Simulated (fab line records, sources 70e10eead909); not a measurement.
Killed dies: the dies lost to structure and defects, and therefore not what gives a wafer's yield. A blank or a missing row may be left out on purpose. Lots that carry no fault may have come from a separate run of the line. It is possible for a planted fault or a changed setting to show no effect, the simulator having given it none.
Which tool did it? + flow nand harc + 22 lots with 66 wafers sampled at 6 steps, on a route of 1159 steps

WHAT THE GAUGES READ, wafer by wafer
No reading from a measuring or inspecting step in the record can be judged against a usual standard deviation.

EACH LOT AND THE TOOL THAT RAN IT (in order: tool; ch and the chambers of the sampled wafers; start)
| lot  | NHARC_A_CHANNEL_HOLE_D1_ETCH_44    | NHARC_A_STAIRCASE_ETCH_13                     | NHARC_A_STAIRCASE_ETCH_221                    | NHARC_A_STAIRCASE_TRIM_222                    | NHARC_A_STAIRCASE_TRIM_226                    | NHARC_A_STAIRCASE_TRIM_229         |
|------|------------------------------------|-----------------------------------------------|-----------------------------------------------|-----------------------------------------------|-----------------------------------------------|------------------------------------|
| L074 | rie diel-02 ch 0,1, day 8 06:47    | rie diel-13 ch 0,2,3, day 11 05:41 or earlier | rie diel-08 ch 0,3, day 11 05:41 or earlier   | rie diel-08 ch 0,2,3, day 11 05:41 or earlier | rie diel-08 ch 0,2,3, day 11 05:41 or earlier | rie diel-08 ch 0,2, day 11 05:41   |
| L075 | rie diel-06 ch 0,3, day 9 07:48    | rie diel-08 ch 0,1,3, day 12 00:07 or earlier | rie diel-08 ch 1,2,3, day 12 00:07 or earlier | rie diel-08 ch 0,2,3, day 12 00:07 or earlier | rie diel-08 ch 1,2,3, day 12 00:07 or earlier | rie diel-08 ch 2,3, day 12 00:07   |
| L077 | rie diel-10 ch 0,1, day 9 11:49    | rie diel-08 ch 1,2,3, day 12 05:11 or earlier | rie diel-08 ch 0,3, day 12 05:11 or earlier   | rie diel-08 ch 1,2, day 12 05:11 or earlier   | rie diel-08 ch 0,1, day 12 05:11 or earlier   | rie diel-09 ch 0,3, day 12 05:11   |
| L078 | rie diel-02 ch 0,1,3, day 9 11:57  | rie diel-13 ch 0,1, day 12 04:18 or earlier   | rie diel-13 ch 1,2,3, day 12 04:18 or earlier | rie diel-13 ch 1,2,3, day 12 04:18 or earlier | rie diel-13 ch 2,3, day 12 04:18 or earlier   | rie diel-13 ch 1,3, day 12 04:18   |
| L081 | rie diel-06 ch 0,2,3, day 9 23:38  | rie diel-13 ch 1,2,3, day 12 15:35 or earlier | rie diel-09 ch 0,1,3, day 12 15:35 or earlier | rie diel-09 ch 0,2, day 12 15:35 or earlier   | rie diel-09 ch 0,1,3, day 12 15:35 or earlier | rie diel-08 ch 1,3, day 12 15:35   |
| L080 | rie diel-02 ch 1,2,3, day 10 00:17 | rie diel-13 ch 1,2,3, day 12 16:14 or earlier | rie diel-09 ch 0,1,3, day 12 16:14 or earlier | rie diel-09 ch 0,1, day 12 16:14 or earlier   | rie diel-09 ch 0,2,3, day 12 16:14 or earlier | rie diel-09 ch 1,2, day 12 16:14   |
| L079 | rie diel-10 ch 0,1,3, day 10 04:26 | rie diel-13 ch 2,3, day 12 23:31 or earlier   | rie diel-08 ch 0,2, day 12 23:31 or earlier   | rie diel-08 ch 1,2, day 12 23:31 or earlier   | rie diel-08 ch 0,1,2, day 12 23:31 or earlier | rie diel-13 ch 0,1,2, day 12 23:31 |
| L082 | rie diel-10 ch 1,2,3, day 10 07:08 | rie diel-13 ch 0,2,3, day 12 22:59 or earlier | rie diel-08 ch 0,1, day 12 22:59 or earlier   | rie diel-08 ch 1,2, day 12 22:59 or earlier   | rie diel-08 ch 1,2,3, day 12 22:59 or earlier | rie diel-09 ch 0,1,2, day 12 22:59 |
| L083 | rie diel-10 ch 0,1, day 10 20:08   | rie diel-13 ch 0,3, day 13 11:04 or earlier   | rie diel-08 ch 0,2, day 13 11:04 or earlier   | rie diel-08 ch 2,3, day 13 11:04 or earlier   | rie diel-08 ch 0,1,2, day 13 11:04 or earlier | rie diel-09 ch 0,2,3, day 13 11:04 |
| L084 | rie diel-10 ch 0,2, day 11 14:07   | rie diel-09 ch 1,2,3, day 14 04:56 or earlier | rie diel-08 ch 0,1,3, day 14 04:56 or earlier | rie diel-08 ch 1,2,3, day 14 04:56 or earlier | rie diel-08 ch 0,1,2, day 14 04:56 or earlier | rie diel-13 ch 0,1,3, day 14 04:56 |
| L086 | rie diel-06 ch 0,3, day 11 14:15   | rie diel-09 ch 0,3, day 14 04:20 or earlier   | rie diel-08 ch 0,1, day 14 04:20 or earlier   | rie diel-08 ch 0,2,3, day 14 04:20 or earlier | rie diel-08 ch 0,2,3, day 14 04:20 or earlier | rie diel-08 ch 0,3, day 14 04:20   |
| L087 | rie diel-10 ch 0,1,2, day 11 18:17 | rie diel-13 ch 1,2, day 14 09:42 or earlier   | rie diel-08 ch 1,2, day 14 09:42 or earlier   | rie diel-08 ch 1,2,3, day 14 09:42 or earlier | rie diel-08 ch 0,2,3, day 14 09:42 or earlier | rie diel-08 ch 2,3, day 14 09:42   |
| L085 | rie diel-06 ch 0,2,3, day 12 03:25 | rie diel-13 ch 1,2, day 14 19:08 or earlier   | rie diel-08 ch 0,1,2, day 14 19:08 or earlier | rie diel-08 ch 0,1,3, day 14 19:08 or earlier | rie diel-08 ch 1,2,3, day 14 19:08 or earlier | rie diel-13 ch 1,2,3, day 14 19:08 |
| L089 | rie diel-10 ch 0,2,3, day 12 04:25 | rie diel-08 ch 0,1, day 14 19:37 or earlier   | rie diel-13 ch 1,2,3, day 14 19:37 or earlier | rie diel-13 ch 0,1,2, day 14 19:37 or earlier | rie diel-13 ch 0,2,3, day 14 19:37 or earlier | rie diel-09 ch 1,2,3, day 14 19:37 |
| L088 | rie diel-10 ch 0,2,3, day 12 07:35 | rie diel-08 ch 0,2,3, day 15 01:47 or earlier | rie diel-13 ch 0,2,3, day 15 01:47 or earlier | rie diel-13 ch 1,2,3, day 15 01:47 or earlier | rie diel-13 ch 1,2, day 15 01:47 or earlier   | rie diel-13 ch 0,3, day 15 01:47   |
| L091 | rie diel-10 ch 2,3, day 12 11:46   | rie diel-08 ch 0,1,2, day 15 02:40 or earlier | rie diel-08 ch 0,1,3, day 15 02:40 or earlier | rie diel-08 ch 0,2,3, day 15 02:40 or earlier | rie diel-08 ch 2,3, day 15 02:40 or earlier   | rie diel-09 ch 2,3, day 15 02:40   |
| L090 | rie diel-06 ch 0,2,3, day 12 12:29 | rie diel-09 ch 1,2,3, day 15 03:34 or earlier | rie diel-08 ch 0,1,2, day 15 03:34 or earlier | rie diel-08 ch 0,1,2, day 15 03:34 or earlier | rie diel-08 ch 0,2,3, day 15 03:34 or earlier | rie diel-13 ch 0,1,3, day 15 03:34 |
| L093 | rie diel-10 ch 0,1,2, day 12 22:26 | rie diel-08 ch 0,2, day 15 12:04 or earlier   | rie diel-08 ch 0,1,3, day 15 12:04 or earlier | rie diel-08 ch 1,3, day 15 12:04 or earlier   | rie diel-08 ch 0,1,2, day 15 12:04 or earlier | rie diel-13 ch 0,1,2, day 15 12:04 |
| L094 | rie diel-02 ch 1,3, day 13 06:18   | rie diel-13 ch 1,2,3, day 15 19:29 or earlier | rie diel-09 ch 1,2,3, day 15 19:29 or earlier | rie diel-09 ch 0,1, day 15 19:29 or earlier   | rie diel-09 ch 1,2,3, day 15 19:29 or earlier | rie diel-13 ch 0,2,3, day 15 19:29 |
| L095 | rie diel-10 ch 0,1,2, day 13 21:01 | rie diel-09 ch 0,2, day 16 12:42 or earlier   | rie diel-08 ch 2,3, day 16 12:42 or earlier   | rie diel-08 ch 0,1, day 16 12:42 or earlier   | rie diel-08 ch 0,1,2, day 16 12:42 or earlier | rie diel-13 ch 2,3, day 16 12:42   |
| L096 | rie diel-02 ch 0,2,3, day 13 21:31 | rie diel-13 ch 1,2, day 16 10:16 or earlier   | rie diel-08 ch 1,2, day 16 10:16 or earlier   | rie diel-08 ch 0,2, day 16 10:16 or earlier   | rie diel-08 ch 0,3, day 16 10:16 or earlier   | rie diel-08 ch 2,3, day 16 10:16   |
| L097 | rie diel-10 ch 0,1,2, day 14 18:10 | rie diel-09 ch 0,1,2, day 17 07:44 or earlier | rie diel-08 ch 0,2,3, day 17 07:44 or earlier | rie diel-08 ch 1,2,3, day 17 07:44 or earlier | rie diel-08 ch 0,1,2, day 17 07:44 or earlier | rie diel-08 ch 1,2,3, day 17 07:44 |
- NHARC_A_CHANNEL_HOLE_D1_ETCH_44: etches the open film in CF4/O2, target depth 140 nm, overetch 14 nm, time 77 s.
- NHARC_A_STAIRCASE_ETCH_13: etches the open film in C4F8/O2, target depth 100 nm, time 40.5 s.
- NHARC_A_STAIRCASE_ETCH_221: etches the open film in C4F8/O2, target depth 100 nm, time 40.5 s.
- NHARC_A_STAIRCASE_TRIM_222: chemistry O2, time 211.2 s.
- NHARC_A_STAIRCASE_TRIM_226: chemistry O2, time 211.2 s.
- NHARC_A_STAIRCASE_TRIM_229: chemistry O2, time 211.2 s.

WHAT THE TOOLS THEMSELVES READ (means of the sampled wafers that have a number; where no wafer has one, the mark that the record gives instead)
NHARC_A_CHANNEL_HOLE_D1_ETCH_44. Usual: drypump motor current A 5.87 A, standard deviation 0.23; oes_o_777_au 1.000 a.u., standard deviation 0.0045; oes product au 1.001 a.u., standard deviation 0.0093; rf vpp V 197.5 V, standard deviation 1.1; showerhead plenum p Torr 1.32 Torr, standard deviation 0.036; throttle valve pct 13.397 %, standard deviation 0.0091.
| lot  | tool        | drypump motor current A (A) | oes_o_777_au (a.u.) | oes product au (a.u.) | rf vpp V (V) | showerhead plenum p Torr (Torr) | throttle valve pct (%) | flag |
|------|-------------|-----------------------------|---------------------|-----------------------|--------------|---------------------------------|------------------------|------|
| L074 | rie diel-02 | 5.87                        | 0.998               | 1.001                 | 197.8        | 1.36                            | 13.405                 |      |
| L075 | rie diel-06 | 6.09                        | 1.001               | 1.008                 | 197.1        | 1.31                            | 13.392                 |      |
| L077 | rie diel-10 | 5.70                        | 1.004               | 0.988                 | 198.2        | 1.33                            | 13.399                 |      |
| L078 | rie diel-02 | 5.91                        | 1.000               | 1.005                 | 197.9        | 1.33                            | 13.392                 |      |
| L081 | rie diel-06 | 5.98                        | 1.000               | 1.003                 | 197.9        | 1.32                            | 13.397                 |      |
| L080 | rie diel-02 | 6.00                        | 0.998               | 1.006                 | 197.7        | 1.33                            | 13.400                 |      |
| L079 | rie diel-10 | 5.78                        | 1.002               | 0.988                 | 197.5        | 1.31                            | 13.401                 |      |
| L082 | rie diel-10 | 5.77                        | 1.002               | 1.003                 | 197.4        | 1.29                            | 13.408                 |      |
| L083 | rie diel-10 | 5.52                        | 0.997               | 1.002                 | 198.0        | 1.30                            | 13.394                 |      |
| L084 | rie diel-10 | 5.83                        | 0.997               | 0.998                 | 197.8        | 1.33                            | 13.393                 |      |
| L086 | rie diel-06 | 5.99                        | 1.003               | 1.017                 | 196.5        | 1.31                            | 13.396                 |      |
| L087 | rie diel-10 | 5.68                        | 1.001               | 1.006                 | 197.3        | 1.31                            | 13.394                 |      |
| L085 | rie diel-06 | 5.97                        | 0.997               | 0.995                 | 197.9        | 1.32                            | 13.400                 |      |
| L089 | rie diel-10 | 5.96                        | 0.998               | 1.000                 | 197.9        | 1.32                            | 13.395                 |      |
| L088 | rie diel-10 | 5.97                        | 0.999               | 0.993                 | 197.6        | 1.32                            | 13.405                 |      |
| L091 | rie diel-10 | 6.05                        | 1.000               | 1.000                 | 197.8        | 1.30                            | 13.394                 |      |
| L090 | rie diel-06 | 5.97                        | 1.000               | 1.002                 | 197.4        | 1.32                            | 13.395                 |      |
| L093 | rie diel-10 | 5.68                        | 1.002               | 0.997                 | 196.9        | 1.31                            | 13.396                 |      |
| L094 | rie diel-02 | 5.95                        | 1.001               | 1.007                 | 196.1        | 1.29                            | 13.394                 |      |
| L095 | rie diel-10 | 5.66                        | 0.999               | 0.996                 | 197.4        | 1.31                            | 13.400                 |      |
| L096 | rie diel-02 | 5.89                        | 1.003               | 1.000                 | 198.8        | 1.36                            | 13.395                 |      |
| L097 | rie diel-10 | 5.69                        | 1.001               | 0.997                 | 198.2        | 1.31                            | 13.404                 |      |

NHARC_A_STAIRCASE_ETCH_13. Usual: oes product au 0.934 a.u., standard deviation 0.015; rf vpp V 896 V, standard deviation 4.9.
| lot  | tool        | oes product au (a.u.) | rf vpp V (V) | flag |
|------|-------------|-----------------------|--------------|------|
| L074 | rie diel-13 | 0.931                 | 895          |      |
| L075 | rie diel-08 | 0.924                 | 893          |      |
| L077 | rie diel-08 | 0.952                 | 893          |      |
| L078 | rie diel-13 | 0.927                 | 901          |      |
| L081 | rie diel-13 | 0.924                 | 896          |      |
| L080 | rie diel-13 | 0.914                 | 896          |      |
| L079 | rie diel-13 | 0.928                 | 894          |      |
| L082 | rie diel-13 | 0.925                 | 896          |      |
| L083 | rie diel-13 | 0.966                 | 897          |      |
| L084 | rie diel-09 | 0.923                 | 899          |      |
| L086 | rie diel-09 | 0.931                 | 895          |      |
| L087 | rie diel-13 | 0.920                 | 899          |      |
| L085 | rie diel-13 | 0.940                 | 895          |      |
| L089 | rie diel-08 | 0.928                 | 892          |      |
| L088 | rie diel-08 | 0.930                 | 894          |      |
| L091 | rie diel-08 | 0.937                 | 892          |      |
| L090 | rie diel-09 | 0.937                 | 897          |      |
| L093 | rie diel-08 | 0.923                 | 894          |      |
| L094 | rie diel-13 | 0.954                 | 896          |      |
| L095 | rie diel-09 | 0.945                 | 892          |      |
| L096 | rie diel-13 | 0.946                 | 894          |      |
| L097 | rie diel-09 | 0.940                 | 894          |      |

NHARC_A_STAIRCASE_ETCH_221. Usual: oes product au 0.932 a.u., standard deviation 0.012; rf vpp V 894 V, standard deviation 3.3.
| lot  | tool        | oes product au (a.u.) | rf vpp V (V) | flag |
|------|-------------|-----------------------|--------------|------|
| L074 | rie diel-08 | 0.933                 | 893          |      |
| L075 | rie diel-08 | 0.925                 | 893          |      |
| L077 | rie diel-08 | 0.933                 | 895          |      |
| L078 | rie diel-13 | 0.929                 | 897          |      |
| L081 | rie diel-09 | 0.921                 | 894          |      |
| L080 | rie diel-09 | 0.919                 | 893          |      |
| L079 | rie diel-08 | 0.921                 | 894          |      |
| L082 | rie diel-08 | 0.942                 | 891          |      |
| L083 | rie diel-08 | 0.934                 | 895          |      |
| L084 | rie diel-08 | 0.933                 | 894          |      |
| L086 | rie diel-08 | 0.946                 | 891          |      |
| L087 | rie diel-08 | 0.935                 | 891          |      |
| L085 | rie diel-08 | 0.926                 | 893          |      |
| L089 | rie diel-13 | 0.948                 | 896          |      |
| L088 | rie diel-13 | 0.925                 | 894          |      |
| L091 | rie diel-08 | 0.912                 | 893          |      |
| L090 | rie diel-08 | 0.940                 | 893          |      |
| L093 | rie diel-08 | 0.935                 | 892          |      |
| L094 | rie diel-09 | 0.950                 | 898          |      |
| L095 | rie diel-08 | 0.946                 | 893          |      |
| L096 | rie diel-08 | 0.923                 | 892          |      |
| L097 | rie diel-08 | 0.923                 | 893          |      |

NHARC_A_STAIRCASE_TRIM_222. Usual: drypump motor current A 6.1 A, standard deviation 0.41; oes product au 0.995 a.u., standard deviation 0.0094; rf vpp V 57.7 V, standard deviation 0.86; showerhead plenum p Torr 3.47 Torr, standard deviation 0.099; throttle valve pct 17.035 %, standard deviation 0.0087.
| lot  | tool        | drypump motor current A (A) | oes product au (a.u.) | rf vpp V (V) | showerhead plenum p Torr (Torr) | throttle valve pct (%) | flag |
|------|-------------|-----------------------------|-----------------------|--------------|---------------------------------|------------------------|------|
| L074 | rie diel-08 | 6.1                         | 0.990                 | 57.5         | 3.49                            | 17.037                 |      |
| L075 | rie diel-08 | 6.1                         | 0.992                 | 56.8         | 3.48                            | 17.042                 |      |
| L077 | rie diel-08 | 6.4                         | 0.991                 | 57.5         | 3.40                            | 17.037                 |      |
| L078 | rie diel-13 | 5.8                         | 0.998                 | 58.0         | 3.56                            | 17.036                 |      |
| L081 | rie diel-09 | 5.5                         | 1.004                 | 57.4         | 3.55                            | 17.028                 |      |
| L080 | rie diel-09 | 6.1                         | 0.976                 | 57.0         | 3.38                            | 17.029                 |      |
| L079 | rie diel-08 | 6.4                         | 0.996                 | 57.5         | 3.44                            | 17.034                 |      |
| L082 | rie diel-08 | 6.3                         | 0.989                 | 57.5         | 3.44                            | 17.035                 |      |
| L083 | rie diel-08 | 6.4                         | 0.994                 | 57.6         | 3.47                            | 17.023                 |      |
| L084 | rie diel-08 | 6.4                         | 0.993                 | 58.3         | 3.43                            | 17.036                 |      |
| L086 | rie diel-08 | 6.1                         | 0.992                 | 56.7         | 3.48                            | 17.036                 |      |
| L087 | rie diel-08 | 6.4                         | 0.996                 | 57.2         | 3.43                            | 17.034                 |      |
| L085 | rie diel-08 | 6.2                         | 0.998                 | 57.1         | 3.43                            | 17.033                 |      |
| L089 | rie diel-13 | 6.0                         | 1.001                 | 57.6         | 3.58                            | 17.034                 |      |
| L088 | rie diel-13 | 5.8                         | 1.009                 | 57.7         | 3.54                            | 17.037                 |      |
| L091 | rie diel-08 | 6.1                         | 0.987                 | 57.8         | 3.47                            | 17.034                 |      |
| L090 | rie diel-08 | 6.2                         | 0.993                 | 57.4         | 3.44                            | 17.031                 |      |
| L093 | rie diel-08 | 6.5                         | 0.994                 | 56.9         | 3.38                            | 17.038                 |      |
| L094 | rie diel-09 | 6.1                         | 0.979                 | 56.8         | 3.36                            | 17.040                 |      |
| L095 | rie diel-08 | 6.0                         | 0.995                 | 57.5         | 3.43                            | 17.043                 |      |
| L096 | rie diel-08 | 6.1                         | 0.997                 | 57.6         | 3.47                            | 17.035                 |      |
| L097 | rie diel-08 | 6.3                         | 0.999                 | 57.8         | 3.42                            | 17.029                 |      |

NHARC_A_STAIRCASE_TRIM_226. Usual: drypump motor current A 6.1 A, standard deviation 0.4; oes product au 0.994 a.u., standard deviation 0.0095; rf vpp V 57.6 V, standard deviation 0.86; showerhead plenum p Torr 3.47 Torr, standard deviation 0.091; throttle valve pct 17.036 %, standard deviation 0.009.
| lot  | tool        | drypump motor current A (A) | oes product au (a.u.) | rf vpp V (V) | showerhead plenum p Torr (Torr) | throttle valve pct (%) | flag |
|------|-------------|-----------------------------|-----------------------|--------------|---------------------------------|------------------------|------|
| L074 | rie diel-08 | 6.1                         | 0.993                 | 57.4         | 3.49                            | 17.039                 |      |
| L075 | rie diel-08 | 6.3                         | 0.993                 | 57.3         | 3.44                            | 17.028                 |      |
| L077 | rie diel-08 | 5.9                         | 0.995                 | 57.8         | 3.45                            | 17.040                 |      |
| L078 | rie diel-13 | 5.7                         | 1.010                 | 57.4         | 3.47                            | 17.032                 |      |
| L081 | rie diel-09 | 6.0                         | 0.989                 | 57.9         | 3.48                            | 17.041                 |      |
| L080 | rie diel-09 | 5.5                         | 0.993                 | 57.1         | 3.53                            | 17.031                 |      |
| L079 | rie diel-08 | 6.1                         | 0.985                 | 57.6         | 3.44                            | 17.032                 |      |
| L082 | rie diel-08 | 6.4                         | 0.993                 | 57.6         | 3.43                            | 17.029                 |      |
| L083 | rie diel-08 | 6.2                         | 0.989                 | 56.6         | 3.44                            | 17.035                 |      |
| L084 | rie diel-08 | 6.1                         | 0.988                 | 57.8         | 3.44                            | 17.042                 |      |
| L086 | rie diel-08 | 6.1                         | 0.982                 | 57.4         | 3.48                            | 17.030                 |      |
| L087 | rie diel-08 | 6.1                         | 0.998                 | 57.0         | 3.47                            | 17.028                 |      |
| L085 | rie diel-08 | 6.4                         | 0.998                 | 58.5         | 3.43                            | 17.034                 |      |
| L089 | rie diel-13 | 5.9                         | 1.006                 | 57.1         | 3.49                            | 17.034                 |      |
| L088 | rie diel-13 | 6.1                         | 1.003                 | 58.3         | 3.50                            | 17.040                 |      |
| L091 | rie diel-08 | 6.4                         | 0.981                 | 57.8         | 3.46                            | 17.031                 |      |
| L090 | rie diel-08 | 6.1                         | 0.997                 | 57.4         | 3.47                            | 17.039                 |      |
| L093 | rie diel-08 | 6.1                         | 0.990                 | 57.9         | 3.43                            | 17.032                 |      |
| L094 | rie diel-09 | 5.8                         | 0.996                 | 58.2         | 3.58                            | 17.036                 |      |
| L095 | rie diel-08 | 6.1                         | 1.000                 | 58.4         | 3.43                            | 17.034                 |      |
| L096 | rie diel-08 | 5.9                         | 0.985                 | 57.4         | 3.46                            | 17.039                 |      |
| L097 | rie diel-08 | 6.1                         | 0.996                 | 58.3         | 3.43                            | 17.039                 |      |

NHARC_A_STAIRCASE_TRIM_229. Usual: drypump motor current A 5.9 A, standard deviation 0.46; oes product au 0.997 a.u., standard deviation 0.01; rf vpp V 57.7 V, standard deviation 0.97; showerhead plenum p Torr 3.51 Torr, standard deviation 0.12; throttle valve pct 17.036 %, standard deviation 0.0083.
| lot  | tool        | drypump motor current A (A) | oes product au (a.u.) | rf vpp V (V) | showerhead plenum p Torr (Torr) | throttle valve pct (%) | flag |
|------|-------------|-----------------------------|-----------------------|--------------|---------------------------------|------------------------|------|
| L074 | rie diel-08 | 6.1                         | 0.989                 | 57.2         | 3.49                            | 17.034                 |      |
| L075 | rie diel-08 | 6.3                         | 0.987                 | 58.1         | 3.48                            | 17.039                 |      |
| L077 | rie diel-09 | 5.6                         | 0.981                 | 56.6         | 3.42                            | 17.043                 |      |
| L078 | rie diel-13 | 5.5                         | 1.002                 | 57.8         | 3.60                            | 17.041                 |      |
| L081 | rie diel-08 | 6.4                         | 1.001                 | 57.9         | 3.43                            | 17.024                 |      |
| L080 | rie diel-09 | 5.8                         | 1.003                 | 58.0         | 3.61                            | 17.030                 |      |
| L079 | rie diel-13 | 6.0                         | 1.000                 | 58.2         | 3.59                            | 17.044                 |      |
| L082 | rie diel-09 | 6.0                         | 0.990                 | 57.2         | 3.49                            | 17.031                 |      |
| L083 | rie diel-09 | 5.5                         | 0.991                 | 57.1         | 3.52                            | 17.031                 |      |
| L084 | rie diel-13 | 5.7                         | 1.005                 | 57.9         | 3.62                            | 17.035                 |      |
| L086 | rie diel-08 | 6.1                         | 0.998                 | 57.9         | 3.47                            | 17.035                 |      |
| L087 | rie diel-08 | 6.3                         | 1.008                 | 58.0         | 3.47                            | 17.036                 |      |
| L085 | rie diel-13 | 5.8                         | 1.009                 | 57.6         | 3.54                            | 17.032                 |      |
| L089 | rie diel-09 | 5.8                         | 0.995                 | 57.5         | 3.58                            | 17.039                 |      |
| L088 | rie diel-13 | 5.6                         | 1.009                 | 58.1         | 3.53                            | 17.044                 |      |
| L091 | rie diel-09 | 5.3                         | 1.003                 | 58.3         | 3.61                            | 17.041                 |      |
| L090 | rie diel-13 | 5.7                         | 1.001                 | 58.0         | 3.62                            | 17.031                 |      |
| L093 | rie diel-13 | 6.0                         | 1.003                 | 58.4         | 3.57                            | 17.035                 |      |
| L094 | rie diel-13 | 5.9                         | 1.011                 | 57.2         | 3.48                            | 17.032                 |      |
| L095 | rie diel-13 | 6.0                         | 1.000                 | 57.2         | 3.40                            | 17.034                 |      |
| L096 | rie diel-08 | 6.4                         | 1.004                 | 58.6         | 3.46                            | 17.034                 |      |
| L097 | rie diel-08 | 6.4                         | 0.990                 | 57.5         | 3.42                            | 17.042                 |      |

THE ANSWER, worked out from the rows above alone
Rule: a lot is off if the mean of its wafers that have a number lies more than 3 standard deviations from the usual mean. A lot without any number at a reading at which 4 lots or more have one is off too. Where the step has rows for the other lots, those lots are counted as sound. The gauges are gone through in route order, then the tools' own readings, and for those a lot's mean is taken as printed above. At the first step where some lot is off, the reading lying furthest off is the one used; lots without a number count as furthest.
Nothing can be told from this: no lot is off at any reading shown.

WHAT HAD BEEN PUT IN BY THE SIMULATOR
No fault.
